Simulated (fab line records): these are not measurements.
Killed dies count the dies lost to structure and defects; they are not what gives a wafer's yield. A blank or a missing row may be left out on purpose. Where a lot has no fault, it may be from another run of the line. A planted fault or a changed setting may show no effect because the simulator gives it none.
Split-lot experiment | flow n5-finfet | 7 lots, 21 wafers read, on a route of 1938 steps

THE SPLIT ITSELF
At N5_BEOL_M11_COAT_63 (time 60 s, resist thk 100 nm), the setting spin-rpm was moved away from the recipe's 1500 rpm on 6 of the 21 wafers read, by -8.7% to +4.4%. The other wafers ran this setting at the recipe's value.

FROM THE SPLIT TO THE READING: what the file shows between them, 6 steps
- N5_BEOL_M11_COAT_64: time 60 s, resist thk 30 nm
- N5_BEOL_M11_COAT_22: resist thk 90 nm
- N5_BEOL_M11_DESCUM_33: chemistry O2, time 7.9 s
- N5_BEOL_M11_ETCH_65: etches SiARC in CF4, target depth 39 nm, time 65 s
- N5_BEOL_M11_ETCH_66: etches SOC in N2/H2, target depth 120 nm, overetch 24 nm, time 180 s
- N5_BEOL_M11_STRIP_69: strips in N2/H2

THE READING
SOC_of_BEOL_M11_COAT_63.thk-nm (the simulator's own value, which no gauge read), in nm, at N5_BEOL_M11_VIA_ETCH_34 (etches SiCOH lowk in C4F6/O2, target depth 184.5 nm, time 69.2 s). No usual value for it is given in the file. Average 92.0 nm, standard deviation 0.33 nm, over the 15 wafers here run with the recipe.

wafer  | tool, chamber at the split | spin-rpm as run, rpm | against the recipe | SOC_of_BEOL_M11_COAT_63.thk-nm, nm | against lot-mates on the recipe
L077.1 | litho-track-02, 0          | 1500                 | recipe             | 91.8                               | -
L077.4 | litho-track-02, 0          | 1500                 | recipe             | 92                                 | -
L077.5 | litho-track-02, 0          | 1500                 | recipe             | 91.6                               | -
L075.2 | litho-track-01, 0          | 1500                 | recipe             | 92                                 | -
L075.3 | litho-track-01, 0          | 1500                 | recipe             | 91.8                               | -
L075.6 | litho-track-01, 0          | 1551                 | +3.4%              | 90.4                               | -1.5
L082.2 | litho-track-02, 0          | 1500                 | recipe             | 92.6                               | -
L082.4 | litho-track-02, 0          | 1500                 | recipe             | 92                                 | -
L082.5 | litho-track-02, 0          | 1500                 | recipe             | 91.8                               | -
L083.2 | litho-track-04, 0          | 1500                 | recipe             | 91.6                               | -
L083.3 | litho-track-04, 0          | 1500                 | recipe             | 91.6                               | -
L083.6 | litho-track-04, 0          | 1500                 | recipe             | 92                                 | -
L088.1 | litho-track-02, 0          | 1397                 | -6.9%              | 95.4                               | +3.0
L088.2 | litho-track-02, 0          | 1500                 | recipe             | 92.4                               | -
L088.6 | litho-track-02, 0          | 1397                 | -6.9%              | 95.8                               | +3.4
L089.1 | litho-track-04, 0          | 1566                 | +4.4%              | 89.6                               | -2.2
L089.3 | litho-track-04, 0          | 1500                 | recipe             | 91.8                               | -
L089.4 | litho-track-04, 0          | 1566                 | +4.4%              | 89.8                               | -2.0
L097.2 | litho-track-02, 0          | 1500                 | recipe             | 92.6                               | -
L097.4 | litho-track-02, 0          | 1369                 | -8.7%              | 97                                 | +4.5
L097.5 | litho-track-02, 0          | 1500                 | recipe             | 92.4                               | -

THE FIT
A straight line over all 21 wafers: SOC_of_BEOL_M11_COAT_63.thk-nm changes by -0.537 nm for each +1% of spin-rpm; r = -0.98; the points scatter about the line by 0.32 nm.
The same after taking each lot's own level away (the mean of its wafers on the recipe; 21 wafers): -0.483 nm for each +1%; r = -0.99; scatter 0.21 nm.
The reading moves by 4.2 nm for the largest change in spin-rpm, on that fit.
From 91.73 to 92.50 nm: that is the span of the lots' own levels, equal to 2.3 times the standard deviation above.
Thus the slope moves with the lot-to-lot level: the two fits are different.
Check: +4.08 nm against its lot-mates is what the line predicts for one of the wafers moved furthest among these (-8.7%) when that wafer is left out of the fit. It came out at +4.5 nm against them.

OTHER SPLITS APPLIED TO THESE WAFERS
These wafers also went through other splits before the reading. Each is held against what the fit with the lots' levels taken away leaves over:
other split on the same wafers | wafers away from the commonest value | r with SOC_of_BEOL_M11_COAT_63.thk-nm (lot level and that fit taken away)
N5_BEOL_M11_ETCH_62 time-s     | 4                                    | -0.20

THE WHOLE CHAIN: every reading that the file lists as answering this split, in the file's order
step                    | what it does                                                         | reading                                                                         | change (the file's fit)               | r (the file's)
N5_BEOL_M11_COAT_63     | time 60 s, resist thk 100 nm                                         | SOC_of_BEOL_M11_COAT_63.thk-nm (the simulator's own value, which no gauge read) | -0.461 nm for each +1% of the setting | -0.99
N5_BEOL_M11_ETCH_66     | etches SOC in N2/H2, target depth 120 nm, overetch 24 nm, time 180 s | etch.depth-nm (the simulator's own value, which no gauge read)                  | -0.462 nm for each +1% of the setting | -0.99
N5_BEOL_M11_VIA_ETCH_34 | etches SiCOH lowk in C4F6/O2, target depth 184.5 nm, time 69.2 s     | SOC_of_BEOL_M11_COAT_63.thk-nm (the simulator's own value, which no gauge read) | -0.49 nm for each +1% of the setting  | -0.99

FILE'S OWN FIT
SOC_of_BEOL_M11_COAT_63.thk-nm changes by -0.49 nm for each +1% of spin-rpm, r = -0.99.
